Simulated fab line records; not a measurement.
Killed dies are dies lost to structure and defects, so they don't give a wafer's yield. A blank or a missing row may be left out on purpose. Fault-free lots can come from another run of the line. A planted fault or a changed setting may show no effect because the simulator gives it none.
Matching of chambers	flow nand_harc	rie_diel-13 running NHARC_A_STAIRCASE_ETCH_253: 4 sister chambers
The step etches the open film in C4F8/O2, target depth 50 nm, time 20.2 s. 8 wafers are shown with their chamber, then 7 later ones without.

WAFERS, EACH WITH ITS CHAMBER
wafer	chamber	rf_vpp_V (V)	rf_fwd_power_W (W)
L081.3	2	900	589
L085.1	0	900	588
L085.3	2	900	586
L088.3	1	899	585
L088.4	3	904	592
L088.6	0	900	586
L092.4	1	899	590
L092.5	3	906	592

WAFERS MISSING THEIR CHAMBER
wafer	rf_vpp_V (V)	rf_fwd_power_W (W)
L092.6	899	583
L093.2	900	586
L093.4	901	584
L093.6	906	587
L097.1	905	590
L097.2	899	584
L097.3	900	589

WHICH CHAMBER EACH WENT THROUGH
wafer	from the rows above	in truth
L092.6	can't be placed: 1 or 0 or 2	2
L093.2	can't be placed: 0 or 2 or 1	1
L093.4	can't be placed: 0 or 2 or 1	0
L093.6	3	3
L097.1	3	3
L097.2	can't be placed: 1 or 0 or 2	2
L097.3	can't be placed: 2 or 0 or 1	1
Placed correctly: 2 of 7. From these rows, 5 cannot be placed; in 5 the true chamber is one of the candidates. 0 placed wrongly.
How it was worked out, from the rows above alone: a wafer's distance from a chamber is the root of the sum, over the readings, of the square of ((its reading less the chamber's mean) divided by the reading's scatter). If the next closest chamber is less than 2 further off than the closest, the wafer can't be placed; otherwise it belongs to the closest. For every chamber, the mean is computed from those of its wafers that are shown. How the scatter is found: for the shown wafers, subtract from each reading the mean of its chamber, square and add these, divide the total by (wafers less chambers), then take the root.
